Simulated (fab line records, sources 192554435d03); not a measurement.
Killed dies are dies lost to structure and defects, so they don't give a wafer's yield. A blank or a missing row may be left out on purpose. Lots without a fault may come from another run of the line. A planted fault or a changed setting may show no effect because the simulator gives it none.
Which tool did it? | flow n5_finfet | 6 lots, 16 wafers sampled, at 2 steps of a route of 1938

WHAT THE GAUGES READ, wafer by wafer
N5_BEOL_M5_OVL_MEAS_12.
lot  | measured     | on         | M5_OVL (nm)
L954 | day 9 18:03  | overlay-01 | -1.2 -0.7 -1.6
L957 | day 9 21:22  | overlay-02 | -0.4 -0.1
L958 | day 10 17:13 | overlay-01 | -0.7 -1.0 -0.8
L965 | day 12 09:49 | overlay-02 | 0.4 -1.0
L969 | day 13 22:13 | overlay-01 | -1.7 -1.6 -2.0
L972 | day 14 07:53 | overlay-01 | -1.1 -1.3 -0.7

WHICH TOOL RAN EACH LOT (tool, then ch and the chambers of the sampled wafers, then the start)
lot  | N5_BEOL_M5_PECVD_70
L954 | pecvd-02 ch 0,1,2, day 9 15:47
L957 | pecvd-02 ch 0,2, day 9 19:36
L958 | pecvd-04 ch 0,1,2, day 10 15:42
L965 | pecvd-01 ch 0,1, day 12 08:39
L969 | pecvd-01 ch 0,1,2, day 13 20:07
L972 | pecvd-04 ch 0,1,2, day 14 05:48
- N5_BEOL_M5_PECVD_70: deposits SiO2 from TEOS/O2, target thk 16 nm, time 18 s.

THE ANSWER, worked out from the rows above alone
Rule: what is usual is taken from the lots themselves. Put in order of their means at a reading, lots are off if they are a third of the lots or fewer, leave a main group of 4 or more, and stand apart from it by a gap of 3 or more times the standard deviation of the main group's means; of several such gaps the widest counts. A main group whose means are all the same, to the digits that the tables above print for the reading, isn't used. A lot without any number at a reading at which 4 lots or more have one is off too. The other lots that the step has rows for count as sound.
No lot is off at any reading shown: from this, nothing can be told.

WHAT THE SIMULATOR HAD PUT IN
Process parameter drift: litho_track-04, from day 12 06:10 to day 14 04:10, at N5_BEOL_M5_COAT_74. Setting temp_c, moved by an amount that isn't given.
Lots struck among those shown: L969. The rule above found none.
